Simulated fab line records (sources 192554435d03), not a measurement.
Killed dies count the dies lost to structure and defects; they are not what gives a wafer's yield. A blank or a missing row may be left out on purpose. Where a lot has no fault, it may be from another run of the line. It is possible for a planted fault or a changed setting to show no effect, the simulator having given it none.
Matching of chambers ; flow n5 finfet ; N5_BEOL_M3_CO_CAP_55 on cvd co-02: 3 sister chambers
The step material Co, precursor CCTBA/H2, target thk 2 nm, time 102.1 s. 6 wafers are shown with their chamber, then 12 later ones without.

## EACH WAFER AND ITS CHAMBER
wafer;chamber;heater power w (W);chamber pressure Torr (Torr)
L089.1;1;283;30.12
L089.2;2;213;29.89
L089.3;0;218;30.00
L090.1;1;291;29.93
L090.2;0;224;29.98
L090.3;2;213;29.94

## WAFERS WHOSE CHAMBER IS MISSING
wafer;heater power w (W);chamber pressure Torr (Torr)
L092.4;215;30.02
L092.5;294;29.96
L092.6;216;29.89
L093.1;209;30.10
L093.5;294;29.94
L093.6;218;30.05
L094.3;211;29.95
L094.4;292;30.00
L094.6;219;30.01
L097.1;286;30.03
L097.2;220;30.01
L097.4;219;30.08

## EACH ONE'S CHAMBER
wafer;from the rows above;in truth
L092.4;can't be placed: 2 or 0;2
L092.5;1;1
L092.6;can't be placed: 2 or 0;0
L093.1;can't be placed: 2 or 0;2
L093.5;1;1
L093.6;can't be placed: 0 or 2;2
L094.3;can't be placed: 2 or 0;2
L094.4;1;1
L094.6;can't be placed: 0 or 2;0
L097.1;1;1
L097.2;can't be placed: 0 or 2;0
L097.4;can't be placed: 0 or 2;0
4 of 12 placed correctly. From these rows, 8 cannot be placed; in 8 the true chamber is one of the candidates. Placed wrongly: 0.
How it was worked out, from the rows above alone: a wafer's distance from a chamber is the root of the sum, over the readings, of the square of ((its reading less the chamber's mean) divided by the reading's scatter). If the next closest chamber is less than 2 further off than the closest, the wafer can't be placed; otherwise it belongs to the closest. The mean given for a chamber averages the wafers shown for that chamber. The scatter is the square root of a quotient: the sum, over the shown wafers, of each reading's squared deviation from its chamber's mean, divided by wafers minus chambers.
